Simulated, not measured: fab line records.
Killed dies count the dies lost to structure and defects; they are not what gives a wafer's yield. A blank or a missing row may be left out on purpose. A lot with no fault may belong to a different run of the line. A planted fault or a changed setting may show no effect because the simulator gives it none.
Comparing a struck lot with a sound one -- flow n5_finfet -- 37 out of 1938 route steps
Sound: the wafers L298.1, L298.2, L298.4. Wafers L308.1, L308.2, L308.5 were the ones struck. The cause is named last.
For every step that has rows: the tool of each side, followed by ch and its chambers, followed by its first start. Under that, the readings that differ: sound wafers -- struck wafers -- difference of the means -- sigmas: that difference in standard deviations of wafers without a fault.
alike: a reading whose means differ by less than 2 such deviations, as well as words and numbers matching on both sides. not compared: withheld readings; readings where some wafer has no value; bounds like >300 that might hide an equal value; numbers whose values overlap and for which the record gives no deviation.
Wherever a step has rows on one side only, a row that says differs or no value, or a row with sigmas, the two part there. Numbers that have no deviation but don't overlap get no sigmas and don't part them. Lack of a reading on every wafer of one side parts them only where that side has two or more wafers.

first, 9 steps without rows for these wafers: N5_BEOL_M4_ANNEAL_95 (time 240 s); N5_BEOL_M4_SPUTTER_96 (material Cu, target thk 4.5 nm, time 8.29 s); N5_BEOL_M4_ECD_50 (material Cu, target thk 300 nm); N5_BEOL_M4_ANNEAL_51 (time 90 s); N5_BEOL_M4_CMP_52 (polishes, stops on SiOC, t overpolish 6.8 s, target thk 40 nm); N5_BEOL_M4_PRE_CLEAN_60 (time 15 s); N5_BEOL_M4_CO_CAP_55 (material Co, precursor CCTBA/H2, target thk 2 nm, time 102.1 s); N5_BEOL_M4_PRE_CLEAN_56 (time 15 s); N5_BEOL_M4_DEP_57 (deposits SiCN from 3MS/NH3, target thk 8 nm, time 14 s).
N5_BEOL_M4_RC_MEAS_101:
  sound on prober-02 ch 0, day 7 21:18; struck on prober-01 ch 0, day 10 14:25
reading,sound,struck,difference,sigmas
DIBL_P (mV/V),35.3 35.0 34.7,38.9 38.4 40.7,+4.3,+2
IOFF_N (nA/um),0.124 0.120 0.132,0.210 0.208 0.229,+0.090,+3
IOFF_P (nA/um),0.17 0.16 0.15,0.23 0.23 0.26,+0.08,+2
ION_N (uA/um),662 652 653,695 694 685,+36,+3
ION_P (uA/um),454 450 445,468 471 470,+20,+3
VT_N (mV),256 255 254,244 244 247,-10,-3
VT_P (mV),-254 -255 -258,-247 -248 -248,+8,+2
  alike: DIBL_N, SS_N, SS_P
then, 24 steps without rows for these wafers: N5_BEOL_M5_ILD_DEP_00 (deposits SiCOH lowk from DEMS/porogen, target thk 140.64 nm, time 25.9 s); N5_BEOL_M5_CURE_79 (cures SiCOH lowk, time 240 s); N5_BEOL_M5_PECVD_70 (deposits SiO2 from TEOS/O2, target thk 16 nm, time 18 s); N5_BEOL_M5_HM_DEP_02 (deposits TiN, target thk 20 nm); N5_BEOL_M5_COAT_59 (time 60 s, resist thk 60 nm); N5_BEOL_M5_COAT_60 (time 60 s, resist thk 12 nm); N5_BEOL_M5_COAT_71 (time 60 s, resist thk 5 nm); N5_BEOL_M5_COAT_05 (resist thk 30 nm); N5_BEOL_M5_EBR_07; N5_BEOL_M5_SOFTBAKE_06 (time 60 s); N5_BEOL_M5_EXPOSE_08 (exposes mask M5, target cd 28 nm); N5_BEOL_M5_PEB_09 (peb time 60 s); N5_BEOL_M5_DEVELOP_10 (develop time 30 s); N5_BEOL_M5_DESCUM_16 (chemistry O2, time 7 s); N5_BEOL_M5_ETCH_72 (etches underlayer in N2/H2, target depth 6.5 nm, time 5.2 s); N5_BEOL_M5_ETCH_61 (etches SiARC in CF4, target depth 15.6 nm, time 26 s); N5_BEOL_M5_ETCH_62 (etches SOC in N2/H2, target depth 75 nm, overetch 15 nm, time 112.5 s); N5_BEOL_M5_STRIP_63 (strips in N2/H2); N5_BEOL_M5_STRIP_73 (strips in N2/H2); N5_BEOL_M5_STRIP_64 (strips in CF4); N5_BEOL_M5_HM_OPEN_17 (chemistry Cl2/BCl3, target TiN, target depth 20 nm, overetch 6 nm); N5_BEOL_M5_STRIP_19 (strips in O2); N5_BEOL_M5_COAT_65 (time 60 s, resist thk 60 nm); N5_BEOL_M5_COAT_66 (time 60 s, resist thk 12 nm).
N5_BEOL_M7_ETCH_66: etches SOC in N2/H2, target depth 80 nm, overetch 16 nm, time 120 s.
  sound on rie_diel-01 ch 0,1,2, day 8 19:47; struck on rie_diel-01 ch 1,3, day 11 15:52
  no value came back on the struck wafers for any of 8 readings (bias_w (W), chamber_pressure_mTorr (mTorr) and others); on the sound wafers bias_w (W) reads 150.9 150.8 151.4
reading,sound,struck,difference,sigmas
model.CAR-EUV_of_BEOL_M7_COAT_22.thk_nm (nm),0 0 0,11.4 11.4 11.4,+11.4,
model.SiARC_of_BEOL_M7_COAT_64.thk_nm (nm),6.6 6.4 6.6,12 12 12,+5,
model.underlayer_of_BEOL_M7_COAT_71.thk_nm (nm),0 0 0,5 5 5,+5,
N5_BEOL_M7_VIA_ETCH_34: etches SiCOH lowk in C4F6/O2, target depth 125.5 nm, time 50.5 s.
  sound on rie_diel-01 ch 0,1,2, day 8 19:53; struck on rie_diel-01 ch 1,3, day 11 15:58
reading,sound,struck,difference,sigmas
oes_product_au (a.u.),0.69 0.88 0.73,0.27 0.32 0.27,-0.48,-5
  alike: C4F6_flow_sccm, O2_flow_sccm, drypump_motor_current_A, mfc_ar_sccm, oes_f_703_au, rf_vpp_V, showerhead_plenum_p_Torr, throttle_valve_pct
  not compared: rf_hours_counter_h
-- a jump in the record: the struck wafers' starts before and after are 3 days apart (it breaks off in module BEOL_M7 and resumes in module PASSIVATION, where the first step shown is number 1936 of the route) --
N5_PASSIVATION_PROBE_49:
  only the struck wafers here have rows in the record (prober-02, day 14 19:35); the sound ones have none

== WHERE THEY PART ==
Last at N5_PASSIVATION_PROBE_49 as far as this record goes, first at N5_BEOL_M4_RC_MEAS_101.

WHY: what the simulator had put in
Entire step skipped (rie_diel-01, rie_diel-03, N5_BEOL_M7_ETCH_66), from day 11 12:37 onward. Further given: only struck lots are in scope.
